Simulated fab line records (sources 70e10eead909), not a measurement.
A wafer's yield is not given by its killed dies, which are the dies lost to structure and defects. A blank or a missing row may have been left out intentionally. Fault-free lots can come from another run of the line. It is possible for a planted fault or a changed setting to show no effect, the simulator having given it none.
fab line records	flow nandHarc
[record] lots = 24	wafers = 72	lastDay = 25
route steps=1159 shown A_CONTACT@854
lots that met no fault: from a run of the same line without faults
startH: hours from the record's opening day to when the first of the lot's shown wafers began	waitH: time in hours since the lot's previous step	" the same as in the row above	L1.1+2: a row that stands for several wafers	- either no value or no given start	* or withheld: withheld	< > ~ a bound
route shown NAME@n: names a module that has steps shown in the file, with the first one's number in the route	usual: mean/standard deviation of fault-free wafers	same: alike in all rows	chamber/n: place in a boat	sites: readings site by site	_std_site: the values' standard deviation	_edge_site: the outer-site mean with the inner-site mean subtracted	radiusMm: how far each site lies from the wafer's centre	mask NAME#n: copy n	behind: the tool/chamber that last shaped the wafer	hold: what put the lot on hold/how long, in hours/how the hold closed	device: which transistor (n, p or np) failed to switch	end of line: the same wafers' tests at the end of the route	where a step has no rows: the recipe by itself	killed: the dies lost at the first sort to structure and to defects; this is not the yield of the wafer	map: dies across one wafer; x = killed, . = not, _ = none there
set.NAME: the run value of the setting; set.NAME@STEP: its run value at that earlier step	model.NAME: the simulator's own value behind a step, which no gauge read
steps of the route over a sample of lots; a table a step, a row a wafer
services: the hour from which a tool's chamber was out of use, counted from the record's first day as startH (under 0 if before that day), plus the number of hours and why
[[steps]]
[step NHARC_A_CONTACT_CD_MEAS_42]
[recipe] targetCdNm = 200	landingEnergyEv = 500
[usual] cdNm = 199.6/0.7
lot.wafer	tool	chamber	startH	waitH	cdNm
L075.2	cdSem-01	0	374.13	-	199.9
L075.3	"	0	"	"	199.1
L075.4	"	0	"	"	198.4
L074.1	cdSem-01	0	374.57	-	200.4
L074.2	"	0	"	"	199.0
L074.3	"	0	"	"	200.2
L077.1	cdSem-02	0	378.49	-	199.5
L077.3	"	0	"	"	200.0
L077.4	"	0	"	"	199.4
L078.2	cdSem-01	0	379.27	-	198.6
L078.5	"	0	"	"	199.7
L078.6	"	0	"	"	198.4
L079.1	cdSem-01	0	398.33	-	199.5
L079.4	"	0	"	"	200.6
L079.6	"	0	"	"	199.1
L076.2	cdSem-03	0	398.83	-	198.6
L076.5	"	0	"	"	199.2
L076.6	"	0	"	"	199.5
L084.4	cdSem-01	0	408.60	-	200.7
L084.5	"	0	"	"	200.1
L084.6	"	0	"	"	201.2
L081.1	cdSem-02	0	408.75	-	199.7
L081.2	"	0	"	"	199.7
L081.5	"	0	"	"	200.8
L080.1	cdSem-01	0	414.31	-	199.4
L080.5	"	0	"	"	199.1
L080.6	"	0	"	"	199.5
L083.1	cdSem-02	0	424.13	-	198.7
L083.2	"	0	"	"	199.8
L083.5	"	0	"	"	198.6
L082.1	cdSem-03	0	425.75	-	199.0
L082.2	"	0	"	"	200.1
L082.5	"	0	"	"	199.5
L088.1	cdSem-01	0	438.50	-	199.0
L088.4	"	0	"	"	200.4
L088.5	"	0	"	"	199.6
L087.1	cdSem-03	0	438.66	-	199.3
L087.3	"	0	"	"	199.4
L087.5	"	0	"	"	199.8
L086.1	cdSem-02	0	452.13	-	198.3
L086.2	"	0	"	"	199.5
L086.6	"	0	"	"	198.9
L085.1	cdSem-03	0	452.36	-	199.5
L085.4	"	0	"	"	200.0
L085.6	"	0	"	"	199.9
L090.1	cdSem-03	0	463.37	-	199.9
L090.4	"	0	"	"	199.8
L090.6	"	0	"	"	199.9
L091.1	cdSem-01	0	463.65	-	199.5
L091.2	"	0	"	"	200.6
L091.3	"	0	"	"	199.0
L092.1	cdSem-02	0	468.31	-	200.6
L092.2	"	0	"	"	200.8
L092.6	"	0	"	"	199.9
L089.1	cdSem-02	0	474.54	-	198.5
L089.3	"	0	"	"	200.2
L089.6	"	0	"	"	199.2
L094.2	cdSem-01	0	489.96	-	199.9
L094.4	"	0	"	"	200.6
L094.5	"	0	"	"	199.6
L095.3	cdSem-01	0	494.03	-	199.0
L095.4	"	0	"	"	199.2
L095.5	"	0	"	"	200.3
L096.1	cdSem-02	0	498.86	-	200.1
L096.2	"	0	"	"	200.4
L096.6	"	0	"	"	200.1
L093.1	cdSem-01	0	499.21	-	198.6
L093.3	"	0	"	"	199.2
L093.6	"	0	"	"	200.0
L097.3	cdSem-01	0	506.64	-	200.2
L097.4	"	0	"	"	200.1
L097.6	"	0	"	"	201.3
[step NHARC_A_CONTACT_ETCH_51]
[recipe] targetDepthA = 36000	overEtchFrac = 0.3	timeS = 936	ionEnergyEv = 150	o2FlowSccm = 400	cosFlowSccm = 20	arFlowSccm = 0	rfW = 500	biasW = 300	chemistry = O2/COS
[usual] drypumpMotorCurrentA = 5.7/0.41	oesProductAu = 0.996/0.013	rfVppV = 313.6/1.5	showerheadPlenumPTorr = 3.09/0.091	throttleValvePct = 28.329/0.0084
lot.wafer	tool	chamber	startH	waitH	drypumpMotorCurrentA	oesProductAu	rfHoursCounterH	rfVppV	showerheadPlenumPTorr	throttleValvePct
L075.3	rieDiel-02	1	-	-	6.0	0.999	13	314.4	3.21	28.341
L075.2	"	2	"	"	5.9	0.986	12	312.0	2.98	28.329
L075.4	"	3	"	"	6.2	0.999	13	313.7	3.11	28.340
L074.1	rieDiel-05	0	-	-	6.0	0.980	6	313.5	3.15	28.343
L074.3	"	1	"	"	5.8	0.997	6	312.6	3.05	28.327
L074.2	"	2	"	"	6.1	0.960	6	314.7	3.04	28.326
L077.4	rieDiel-02	3	-	-	6.2	1.001	15	315.4	3.11	28.328
L077.3	"	0	"	"	5.1	0.994	11	314.0	3.12	28.330
L077.1	"	2	"	"	5.9	0.982	14	311.1	2.98	28.349
L078.2	rieDiel-08	0	-	-	6.1	1.008	28	311.7	2.94	28.332
L078.5	"	0	"	"	6.1	1.011	-	310.4	2.94	28.327
L078.6	"	1	"	"	5.0	1.012	-	313.5	3.02	28.327
L079.1	rieDiel-08	2	-	-	5.9	0.987	41	315.1	3.19	28.320
L079.4	"	3	"	"	5.3	0.989	43	315.4	3.18	28.322
L079.6	"	2	"	"	5.9	1.013	-	316.7	3.19	28.321
L076.2	rieDiel-05	0	-	-	6.0	0.989	10	314.2	3.14	28.332
L076.5	"	2	"	"	6.2	0.969	-	311.9	3.04	28.324
L076.6	"	3	"	"	5.7	1.024	-	315.2	3.19	28.339
L084.4	rieDiel-02	3	-	-	6.2	1.002	24	314.4	3.11	28.329
L084.5	"	2	"	"	5.9	0.996	-	311.9	2.98	28.332
L084.6	"	3	"	"	6.2	1.006	-	313.3	3.11	28.332
L081.1	rieDiel-05	2	-	-	6.2	0.975	12	312.5	3.04	28.341
L081.2	"	1	"	"	5.8	1.014	12	314.4	3.05	28.328
L081.5	"	3	"	"	5.7	1.034	-	314.0	3.19	28.323
L080.1	rieDiel-08	2	-	-	5.9	0.992	47	315.0	3.19	28.333
L080.5	"	3	"	"	5.3	0.993	-	316.2	3.18	28.333
L080.6	"	0	"	"	6.1	0.999	-	311.2	2.93	28.334
L083.2	rieDiel-02	0	-	-	5.1	0.991	29	316.1	3.11	28.353
L083.1	"	2	"	"	5.9	0.987	32	312.5	2.97	28.329
L083.5	"	0	"	"	5.1	0.994	-	313.5	3.11	28.316
L082.1	rieDiel-08	2	-	-	5.9	0.993	51	314.2	3.19	28.322
L082.2	"	1	"	"	5.0	0.991	52	312.2	3.01	28.328
L082.5	"	2	"	"	5.9	0.996	-	313.7	3.19	28.324
L088.1	rieDiel-08	1	-	-	5.1	0.980	56	312.8	3.01	28.321
L088.4	"	2	"	"	5.9	0.994	55	316.3	3.18	28.328
L088.5	"	3	"	"	5.3	1.000	-	316.1	3.18	28.342
L087.1	rieDiel-08	0	-	-	6.1	1.017	54	310.8	2.93	28.329
L087.3	"	2	"	"	5.9	0.999	55	315.1	3.18	28.323
L087.5	"	0	"	"	6.1	0.994	-	310.8	2.93	28.332
L086.1	rieDiel-05	2	-	-	6.1	0.986	19	312.1	3.03	28.335
L086.2	"	0	"	"	5.9	0.986	18	314.3	3.14	28.336
L086.6	"	2	"	"	6.1	0.980	-	313.1	3.03	28.333
L085.1	rieDiel-08	1	-	-	5.0	0.985	63	312.2	3.01	28.336
L085.4	"	2	"	"	5.9	0.996	61	314.4	3.18	28.316
L085.6	"	3	"	"	5.3	1.001	-	313.3	3.17	28.327
L090.1	rieDiel-02	1	-	-	6.0	0.990	47	314.9	3.19	28.330
L090.4	"	2	"	"	5.9	0.987	44	312.2	2.97	28.320
L090.6	"	0	"	"	5.1	0.983	-	314.1	3.11	28.329
L091.3	rieDiel-05	0	-	-	5.9	0.985	21	314.1	3.14	28.337
L091.2	"	1	"	"	5.8	1.012	21	314.0	3.04	28.335
L091.1	"	2	"	"	6.2	0.973	22	312.8	3.03	28.336
L092.1	rieDiel-02	2	-	-	5.9	1.001	45	312.9	2.97	28.347
L092.2	"	3	"	"	6.2	1.005	43	315.0	3.10	28.326
L092.6	"	2	"	"	5.9	1.001	-	311.9	2.97	28.329
L089.3	rieDiel-02	1	-	-	6.0	0.989	52	315.1	3.19	28.346
L089.1	"	2	"	"	5.9	0.998	49	313.1	2.96	28.340
L089.6	"	1	"	"	6.0	0.992	-	315.1	3.19	28.318
L094.4	rieDiel-08	3	-	-	5.3	0.981	1	315.7	3.17	28.326
L094.2	"	1	"	"	5.0	0.982	1	312.8	3.00	28.327
L094.5	"	3	"	"	5.3	0.985	-	314.6	3.17	28.319
L095.4	rieDiel-02	3	-	-	6.2	1.004	52	313.8	3.09	28.343
L095.3	"	2	"	"	5.9	0.995	55	312.0	2.96	28.328
L095.5	"	3	"	"	6.2	1.014	-	314.0	3.09	28.313
L096.2	rieDiel-05	3	-	-	5.7	1.013	19	314.2	3.18	28.321
L096.1	"	0	"	"	5.9	0.998	27	314.4	3.14	28.317
L096.6	"	2	"	"	6.1	0.979	-	314.0	3.03	28.329
L093.3	rieDiel-02	2	-	-	5.9	0.999	59	312.3	2.96	28.347
L093.1	"	0	"	"	5.0	0.985	53	315.1	3.10	28.324
L093.6	"	3	"	"	6.2	1.017	-	313.4	3.09	28.308
L097.3	rieDiel-08	3	-	-	5.3	0.986	9	314.9	3.16	28.332
L097.4	"	1	"	"	5.0	0.992	9	312.1	3.00	28.330
L097.6	"	3	"	"	5.3	0.989	-	314.9	3.16	28.327
[step NHARC_A_CONTACT_ETCH_102]
[recipe] targetDepthA = 700	overetchA = 70	timeS = 38.5	ionEnergyEv = 100	cf4FlowSccm = 80	o2FlowSccm = 20	arFlowSccm = 0	rfW = 300	biasW = 100	chemistry = CF4/O2
[usual] drypumpMotorCurrentA = 5.8/0.34	oesProductAu = 0.998/0.016	rfVppV = 197.4/1.1	showerheadPlenumPTorr = 1.32/0.035	throttleValvePct = 13.397/0.0094
lot.wafer	tool	chamber	startH	waitH	drypumpMotorCurrentA	oesProductAu	rfHoursCounterH	rfVppV	showerheadPlenumPTorr	throttleValvePct
L075.3	rieDiel-05	2	377.94	0.1	6.1	0.986	6	197.3	1.30	13.412
L075.2	"	1	"	"	5.8	1.013	6	196.5	1.30	13.398
L075.4	"	0	"	"	5.9	0.992	-	197.9	1.35	13.397
L074.1	rieDiel-05	1	379.33	0.1	5.8	1.002	7	195.3	1.30	13.390
L074.2	"	2	"	"	6.1	0.965	7	195.7	1.30	13.397
L074.3	"	0	"	"	5.9	0.984	7	198.0	1.35	13.394
L077.1	rieDiel-05	0	383.03	0.1	5.9	1.000	8	196.6	1.35	13.383
L077.3	"	1	"	"	5.8	1.014	8	196.2	1.30	13.403
L077.4	"	0	"	"	5.9	0.992	-	197.2	1.35	13.401
L078.2	rieDiel-05	0	383.40	0.1	6.0	0.988	8	197.7	1.35	13.384
L078.5	"	2	"	"	6.1	0.965	-	196.7	1.30	13.390
L078.6	"	0	"	"	5.9	0.999	-	197.0	1.35	13.380
L079.4	rieDiel-05	0	402.16	0.1	5.9	0.989	10	199.4	1.34	13.402
L079.1	"	1	"	"	5.8	1.025	10	197.0	1.30	13.405
L079.6	"	1	"	"	5.8	1.023	-	197.2	1.30	13.378
L076.2	rieDiel-05	1	402.62	0.1	5.8	1.019	10	197.3	1.30	13.407
L076.6	"	0	"	"	5.9	0.983	-	197.7	1.34	13.396
L076.5	"	1	"	"	5.8	1.022	-	196.9	1.30	13.395
L084.4	rieDiel-08	2	412.71	0.1	5.9	1.002	46	198.8	1.36	13.382
L084.5	"	0	"	"	6.1	1.011	-	196.2	1.25	13.396
L084.6	"	1	"	"	5.0	1.001	-	196.2	1.29	13.400
L081.2	rieDiel-05	2	413.09	0.1	6.1	0.981	13	196.1	1.30	13.396
L081.1	"	0	"	"	6.0	0.987	12	198.4	1.34	13.390
L081.5	"	2	"	"	6.1	0.970	-	198.0	1.30	13.390
L080.1	rieDiel-08	1	418.10	0.1	5.0	0.998	48	196.8	1.29	13.413
L080.6	"	2	"	"	5.9	0.986	-	198.2	1.36	13.401
L080.5	"	3	"	"	5.3	0.999	-	197.9	1.36	13.407
L083.2	rieDiel-05	0	428.03	0.1	5.9	0.982	15	198.5	1.34	13.394
L083.1	"	1	"	"	5.8	1.005	14	198.1	1.30	13.393
L083.5	"	3	"	"	5.7	1.031	-	198.2	1.37	13.388
L082.1	rieDiel-05	3	429.59	0.1	5.7	1.031	7	198.3	1.36	13.392
L082.2	"	2	"	"	6.1	0.976	15	196.9	1.30	13.416
L082.5	"	0	"	"	5.9	0.991	-	197.8	1.34	13.386
L088.1	rieDiel-08	3	442.66	0.1	5.3	1.002	59	198.6	1.36	13.398
L088.4	"	0	"	"	6.1	1.008	55	196.0	1.25	13.406
L088.5	"	3	"	"	5.3	1.007	-	197.1	1.36	13.398
L087.3	rieDiel-05	1	442.94	0.1	5.8	1.001	16	195.7	1.30	13.384
L087.1	"	0	"	"	5.9	0.981	17	197.8	1.34	13.396
L087.5	"	1	"	"	5.8	0.999	-	196.7	1.30	13.404
L086.1	rieDiel-02	1	455.95	0.1	6.0	0.992	45	196.9	1.37	13.386
L086.2	"	3	"	"	6.1	1.003	40	197.5	1.32	13.404
L086.6	"	1	"	"	6.0	0.996	-	199.0	1.37	13.399
L085.4	rieDiel-02	0	456.75	0.1	5.0	0.983	40	198.2	1.33	13.415
L085.1	"	1	"	"	6.0	1.000	45	198.4	1.37	13.402
L085.6	"	3	"	"	6.2	1.006	-	197.3	1.32	13.375
L090.4	rieDiel-02	1	467.14	0.1	6.0	0.993	47	197.0	1.37	13.397
L090.1	"	2	"	"	5.9	0.994	44	196.3	1.27	13.381
L090.6	"	0	"	"	5.0	0.994	-	197.1	1.33	13.397
L091.1	rieDiel-05	0	467.42	0.1	5.9	1.002	21	199.0	1.34	13.411
L091.3	"	1	"	"	5.8	1.013	22	196.5	1.30	13.393
L091.2	"	2	"	"	6.1	0.979	22	198.3	1.29	13.400
L092.1	rieDiel-02	1	473.13	0.5	6.0	0.994	52	198.7	1.37	13.404
L092.2	"	3	"	"	6.2	1.002	45	196.6	1.32	13.399
L092.6	"	2	"	"	5.9	0.989	-	196.7	1.27	13.406
L089.3	rieDiel-08	2	478.38	0.1	5.9	0.993	70	196.6	1.36	13.387
L089.1	"	0	"	"	6.1	0.999	69	195.6	1.25	13.415
L089.6	"	1	"	"	5.0	0.983	-	198.0	1.28	13.392
L094.2	rieDiel-05	2	494.20	0.1	6.1	0.996	27	197.6	1.29	13.391
L094.5	"	2	"	"	6.1	0.981	-	197.3	1.29	13.402
L094.4	"	1	"	"	5.8	1.017	-	197.2	1.30	13.406
L095.3	rieDiel-05	3	497.99	0.1	5.7	1.011	18	200.8	1.36	13.391
L095.4	"	1	"	"	5.8	1.008	27	195.8	1.30	13.398
L095.5	"	3	"	"	5.8	1.023	-	198.5	1.36	13.386
L096.2	rieDiel-05	0	502.67	0.1	5.9	0.992	27	197.0	1.34	13.395
L096.1	"	2	"	"	6.1	0.981	28	197.4	1.29	13.388
L096.6	"	3	"	"	5.7	1.023	-	198.5	1.36	13.376
L093.3	rieDiel-02	1	503.18	0.1	6.0	0.987	61	199.4	1.36	13.395
L093.1	"	3	"	"	6.1	1.007	56	197.3	1.32	13.425
L093.6	"	0	"	"	5.1	0.985	-	199.0	1.33	13.400
L097.3	rieDiel-08	0	511.07	0.1	6.1	0.998	9	194.3	1.24	13.387
L097.4	"	1	"	"	5.0	0.990	10	196.9	1.28	13.394
L097.6	"	0	"	"	6.1	1.000	-	195.6	1.24	13.387
[step NHARC_A_CONTACT_OVL_MEAS_70]
[usual] overlayXNm = 0.1/0.9	overlayYNm = -0.2/0.87
lot.wafer	tool	chamber	startH	waitH	overlayXNm	overlayYNm
L075.2	overlay-02	-	381.54	-	1.3	-0.1
L075.3	"	-	"	"	1.0	-0.7
L075.4	"	-	"	"	1.0	0.0
L074.1	overlay-01	-	383.03	-	0.3	0.5
L074.2	"	-	"	"	0.8	0.9
L074.3	"	-	"	"	0.2	-0.1
L077.1	overlay-01	-	386.29	-	0.0	0.6
L077.3	"	-	"	"	-0.4	0.8
L077.4	"	-	"	"	0.0	0.7
L078.2	overlay-01	-	386.71	-	-0.9	-0.4
L078.5	"	-	"	"	-0.2	-0.1
L078.6	"	-	"	"	0.1	-0.4
L079.1	overlay-02	-	405.55	-	-0.7	0.2
L079.4	"	-	"	"	-0.6	-0.2
L079.6	"	-	"	"	-0.3	-0.2
L076.2	overlay-01	-	405.79	-	1.8	-0.6
L076.5	"	-	"	"	1.5	-1.1
L076.6	"	-	"	"	1.4	-0.7
L084.4	overlay-01	-	415.97	-	0.9	0.7
L084.5	"	-	"	"	1.0	0.8
L084.6	"	-	"	"	1.2	0.3
L081.1	overlay-02	-	416.18	-	-1.7	-1.6
L081.2	"	-	"	"	-1.6	-1.9
L081.5	"	-	"	"	-1.8	-2.1
L080.1	overlay-02	-	423.46	-	0.6	0.6
L080.5	"	-	"	"	0.2	0.0
L080.6	"	-	"	"	1.1	0.4
L083.1	overlay-02	-	431.19	-	-1.0	-0.6
L083.2	"	-	"	"	-0.9	-0.7
L083.5	"	-	"	"	-1.1	0.4
L082.1	overlay-02	-	432.97	-	0.1	0.2
L082.2	"	-	"	"	0.4	0.7
L082.5	"	-	"	"	-0.1	0.4
L088.1	overlay-02	-	445.74	-	-0.1	2.2
L088.4	"	-	"	"	-1.3	2.2
L088.5	"	-	"	"	-0.4	1.7
L087.1	overlay-01	-	446.17	-	-0.1	-1.5
L087.3	"	-	"	"	-0.4	-1.7
L087.5	"	-	"	"	-0.7	-1.2
L086.1	overlay-01	-	459.15	-	-0.8	0.4
L086.2	"	-	"	"	-0.7	0.2
L086.6	"	-	"	"	-0.2	0.1
L085.1	overlay-02	-	461.37	-	0.0	-1.0
L085.4	"	-	"	"	0.7	-0.9
L085.6	"	-	"	"	0.0	-1.0
L090.1	overlay-01	-	471.85	-	1.0	-0.4
L090.4	"	-	"	"	1.3	-0.4
L090.6	"	-	"	"	0.6	-0.5
L091.1	overlay-01	-	472.30	-	1.5	-0.9
L091.2	"	-	"	"	1.7	-0.9
L091.3	"	-	"	"	0.8	-0.1
L092.1	overlay-02	-	476.35	-	2.2	-0.3
L092.2	"	-	"	"	1.6	0.0
L092.6	"	-	"	"	1.5	-1.0
L089.1	overlay-02	-	481.59	-	-1.6	-1.4
L089.3	"	-	"	"	-1.4	-0.8
L089.6	"	-	"	"	-1.0	-0.8
L094.2	overlay-02	-	497.56	-	0.9	-1.0
L094.4	"	-	"	"	0.9	-1.3
L094.5	"	-	"	"	0.7	-1.5
L095.3	overlay-01	-	501.18	-	-0.8	-0.1
L095.4	"	-	"	"	-0.8	-0.4
L095.5	"	-	"	"	-0.8	-0.1
L096.1	overlay-01	-	506.26	-	0.3	0.3
L096.2	"	-	"	"	0.1	0.1
L096.6	"	-	"	"	0.7	0.2
L093.1	overlay-01	-	508.03	-	0.2	-0.5
L093.3	"	-	"	"	0.2	-0.4
L093.6	"	-	"	"	0.5	0.1
L097.3	overlay-02	-	514.31	-	-0.4	0.0
L097.4	"	-	"	"	0.0	-0.4
L097.6	"	-	"	"	-0.4	-0.4
[step NHARC_A_CONTACT_ETCH_125]
[recipe] sourceW = withheld	pressureMtorr = 20	biasV = 1200	timeS = 155	targetDepthA = 9560	arFlowSccm = withheld	c4f8FlowSccm = withheld	o2FlowSccm = withheld	chemistry = C4F8/O2/Ar
lot.wafer	tool	chamber	startH	waitH	rfHoursCounterH
L075.2	harCapEtch-02	1	383.30	0.2	11
L075.4	"	0	"	"	-
L075.3	"	1	"	"	-
L074.2	harCapEtch-03	1	385.00	0.2	89
L074.1	"	0	"	"	89
L074.3	"	1	"	"	-
L077.1	harCapEtch-01	0	388.01	0.2	59
L077.3	"	0	"	"	-
L077.4	"	1	"	"	-
L078.2	harCapEtch-02	1	388.35	0.2	13
L078.5	"	1	"	"	-
L078.6	"	0	"	"	-
L079.1	harCapEtch-03	1	406.99	0.2	91
L079.4	"	1	"	"	-
L079.6	"	1	"	"	-
L076.2	harCapEtch-01	1	407.25	0.2	62
L076.6	"	0	"	"	-
L076.5	"	1	"	"	-
L084.4	harCapEtch-01	0	417.44	0.1	-
L084.6	"	0	"	"	-
L084.5	"	1	"	"	-
L081.2	harCapEtch-02	1	417.60	0.2	18
L081.1	"	0	"	"	18
L081.5	"	1	"	"	-
L080.1	harCapEtch-03	0	425.39	0.2	95
L080.6	"	0	"	"	-
L080.5	"	1	"	"	-
L083.2	harCapEtch-01	0	432.62	0.2	68
L083.1	"	1	"	"	68
L083.5	"	1	"	"	-
L082.1	harCapEtch-03	1	434.98	0.2	98
L082.2	"	0	"	"	98
L082.5	"	0	"	"	-
L088.1	harCapEtch-01	0	447.40	0.2	70
L088.4	"	0	"	"	-
L088.5	"	1	"	"	-
L087.1	harCapEtch-03	1	447.81	0.2	100
L087.3	"	0	"	"	-
L087.5	"	1	"	"	-
L086.1	harCapEtch-03	0	460.59	0.2	102
L086.2	"	1	"	"	102
L086.6	"	1	"	"	-
L085.1	harCapEtch-01	0	462.80	0.2	73
L085.4	"	0	"	"	-
L085.6	"	1	"	"	-
L090.1	harCapEtch-01	1	473.34	0.2	75
L090.4	"	0	"	"	-
L090.6	"	0	"	"	-
L091.1	harCapEtch-02	0	474.17	0.2	26
L091.2	"	1	"	"	26
L091.3	"	0	"	"	-
L092.1	harCapEtch-01	1	477.79	0.2	76
L092.2	"	0	"	"	76
L092.6	"	0	"	"	-
L089.1	harCapEtch-01	1	483.02	0.2	77
L089.3	"	0	"	"	-
L089.6	"	1	"	"	-
L094.2	harCapEtch-01	1	499.15	0.2	79
L094.4	"	0	"	"	-
L094.5	"	0	"	"	-
L095.4	harCapEtch-01	1	502.75	0.2	-
L095.3	"	0	"	"	-
L095.5	"	1	"	"	-
L096.2	harCapEtch-03	0	507.94	0.2	110
L096.1	"	1	"	"	110
L096.6	"	1	"	"	-
L093.1	harCapEtch-03	1	509.57	0.2	111
L093.3	"	1	"	"	-
L093.6	"	1	"	"	-
L097.3	harCapEtch-02	0	515.97	0.3	-
L097.4	"	1	"	"	-
L097.6	"	0	"	"	-
[step NHARC_A_CONTACT_ETCH_97]
[recipe] targetDepthA = 200	overEtchFrac = 0.5	timeS = 10	ionEnergyEv = 250	c4f6FlowSccm = 25	o2FlowSccm = 20	arFlowSccm = 500	rfW = 600	biasW = 500	chemistry = C4F6/O2
[usual] drypumpMotorCurrentA = 5.8/0.37	oesProductAu = 0.952/0.023	rfVppV = 546.1/2.4	showerheadPlenumPTorr = 3.89/0.1	throttleValvePct = 26.904/0.0089
lot.wafer	tool	chamber	startH	waitH	drypumpMotorCurrentA	oesProductAu	rfHoursCounterH	rfVppV	showerheadPlenumPTorr	throttleValvePct
L075.2	rieDiel-08	2	-	-	5.9	0.958	37	550.7	4.01	26.905
L075.3	"	0	"	"	6.1	0.941	30	542.2	3.70	26.924
L075.4	"	1	"	"	5.1	0.942	34	543.2	3.80	26.900
L074.2	rieDiel-08	3	-	-	5.3	0.947	38	547.6	4.00	26.897
L074.3	"	0	"	"	6.1	0.956	30	542.7	3.70	26.892
L074.1	"	1	"	"	5.1	0.951	35	543.7	3.80	26.894
L077.3	rieDiel-05	1	389.88	0.1	5.8	0.955	9	546.0	3.83	26.899
L077.1	"	0	"	"	5.9	0.939	9	548.6	3.95	26.895
L077.4	"	2	"	"	6.2	0.922	-	546.3	3.82	26.895
L078.2	rieDiel-02	1	390.24	0.2	6.0	0.955	20	549.0	4.03	26.905
L078.6	"	2	"	"	5.9	0.937	-	543.2	3.75	26.902
L078.5	"	1	"	"	6.0	0.949	-	549.1	4.03	26.902
L079.4	rieDiel-05	1	-	-	5.8	0.975	11	544.7	3.83	26.917
L079.1	"	2	"	"	6.1	0.927	12	543.6	3.82	26.903
L079.6	"	2	"	"	6.1	0.917	-	545.4	3.82	26.885
L076.2	rieDiel-02	1	-	-	6.0	0.992	28	547.1	4.02	26.894
L076.5	"	3	"	"	6.2	1.004	-	547.2	3.90	26.911
L076.6	"	0	"	"	5.1	0.986	-	546.3	3.92	26.908
L084.4	rieDiel-08	2	-	-	5.9	0.939	48	546.9	4.00	26.920
L084.6	"	1	"	"	5.1	0.931	-	543.9	3.79	26.909
L084.5	"	2	"	"	5.9	0.947	-	548.6	4.00	26.915
L081.1	rieDiel-02	0	-	-	5.1	0.984	25	547.4	3.91	26.911
L081.2	"	1	"	"	6.0	1.005	30	550.2	4.02	26.913
L081.5	"	1	"	"	6.0	1.004	-	550.1	4.02	26.899
L080.1	rieDiel-08	0	-	-	6.1	0.955	49	541.3	3.69	26.888
L080.5	"	3	"	"	5.3	0.936	-	549.2	3.99	26.892
L080.6	"	0	"	"	6.1	0.947	-	541.3	3.69	26.915
L083.1	rieDiel-05	2	-	-	6.1	0.928	16	544.3	3.82	26.893
L083.2	"	3	"	"	5.8	0.980	8	549.6	4.01	26.908
L083.5	"	3	"	"	5.7	0.978	-	548.6	4.01	26.904
L082.1	rieDiel-05	1	-	-	5.8	0.947	16	544.6	3.83	26.913
L082.2	"	2	"	"	6.1	0.944	16	544.2	3.82	26.921
L082.5	"	3	"	"	5.7	0.989	-	549.8	4.01	26.900
L088.4	rieDiel-05	1	-	-	5.8	0.950	17	545.1	3.83	26.906
L088.1	"	3	"	"	5.7	0.978	10	548.9	4.00	26.914
L088.5	"	1	"	"	5.8	0.941	-	546.1	3.83	26.923
L087.1	rieDiel-02	2	-	-	5.9	0.946	39	543.5	3.74	26.902
L087.3	"	3	"	"	6.2	0.963	37	544.8	3.90	26.909
L087.5	"	1	"	"	6.0	0.935	-	547.5	4.01	26.912
L086.2	rieDiel-02	3	-	-	6.2	0.954	41	547.3	3.89	26.901
L086.1	"	2	"	"	5.9	0.935	44	541.5	3.74	26.912
L086.6	"	3	"	"	6.2	0.949	-	545.5	3.89	26.894
L085.4	rieDiel-02	1	-	-	6.0	0.929	47	548.2	4.01	26.912
L085.1	"	2	"	"	5.9	0.924	44	542.3	3.74	26.925
L085.6	"	1	"	"	6.0	0.934	-	547.6	4.01	26.904
L090.4	rieDiel-08	2	-	-	5.9	0.939	69	549.5	3.99	26.901
L090.1	"	0	"	"	6.2	0.996	68	542.3	3.68	26.897
L090.6	"	2	"	"	5.9	0.949	-	549.1	3.99	26.908
L091.3	rieDiel-05	3	-	-	5.8	0.964	14	547.2	4.00	26.895
L091.2	"	1	"	"	5.8	0.974	23	544.4	3.82	26.908
L091.1	"	2	"	"	6.1	0.928	24	544.0	3.81	26.907
L092.1	rieDiel-05	0	-	-	6.0	0.941	24	546.6	3.94	26.908
L092.2	"	1	"	"	5.8	0.965	24	545.9	3.82	26.915
L092.6	"	2	"	"	6.1	0.948	-	543.3	3.81	26.915
L089.3	rieDiel-05	1	-	-	5.8	0.973	25	544.4	3.82	26.879
L089.1	"	2	"	"	6.1	0.940	26	545.6	3.81	26.893
L089.6	"	1	"	"	5.8	0.981	-	545.4	3.82	26.893
L094.4	rieDiel-05	2	-	-	6.2	0.937	28	545.9	3.81	26.894
L094.2	"	0	"	"	6.0	0.985	27	547.1	3.94	26.911
L094.5	"	3	"	"	5.7	0.972	-	547.4	4.00	26.903
L095.4	rieDiel-05	3	-	-	5.7	0.945	19	549.0	4.00	26.888
L095.3	"	1	"	"	5.8	0.968	28	544.3	3.82	26.903
L095.5	"	3	"	"	5.7	0.952	-	548.9	4.00	26.914
L096.1	rieDiel-08	0	-	-	6.1	0.956	9	542.4	3.67	26.893
L096.2	"	1	"	"	5.1	0.943	10	544.2	3.77	26.899
L096.6	"	0	"	"	6.1	0.951	-	541.8	3.67	26.914
L093.1	rieDiel-05	2	-	-	6.1	0.981	31	544.6	3.81	26.896
L093.3	"	3	"	"	5.8	1.015	21	548.4	4.00	26.910
L093.6	"	1	"	"	5.8	1.000	-	544.5	3.82	26.904
L097.3	rieDiel-08	1	-	-	5.1	0.923	13	542.8	3.77	26.895
L097.4	"	2	"	"	5.9	0.960	14	546.6	3.98	26.901
L097.6	"	2	"	"	5.9	0.946	-	548.2	3.98	26.909
[[services]]
tool	chamber	startH	hours	kind
rieDiel-05	0	374.40	-	clean
rieDiel-05	1	374.40	-	clean
rieDiel-05	2	374.40	-	clean
rieDiel-05	3	374.40	-	clean
rieDiel-02	3	384.07	6.7	repair
rieDiel-05	0	398.94	-	clean
rieDiel-05	1	398.94	-	clean
rieDiel-05	2	398.94	-	clean
rieDiel-05	3	398.94	-	clean
rieDiel-05	0	423.44	-	clean
rieDiel-05	1	423.44	-	clean
rieDiel-05	2	423.44	-	clean
rieDiel-05	3	423.44	-	clean
rieDiel-02	0	446.67	2.1	repair
rieDiel-05	0	447.94	-	clean
rieDiel-05	1	447.94	-	clean
rieDiel-05	2	447.94	-	clean
rieDiel-08	-	478.82	9.0	pm
rieDiel-05	0	492.03	5.2	repair
harCapEtch-03	-	497.84	0.4	repair
rieDiel-08	0	503.22	3.3	repair
rieDiel-02	-	505.58	9.0	pm
rieDiel-08	-	509.28	0.1	repair
rieDiel-05	-	517.93	9.0	pm
[[key]]
fault none
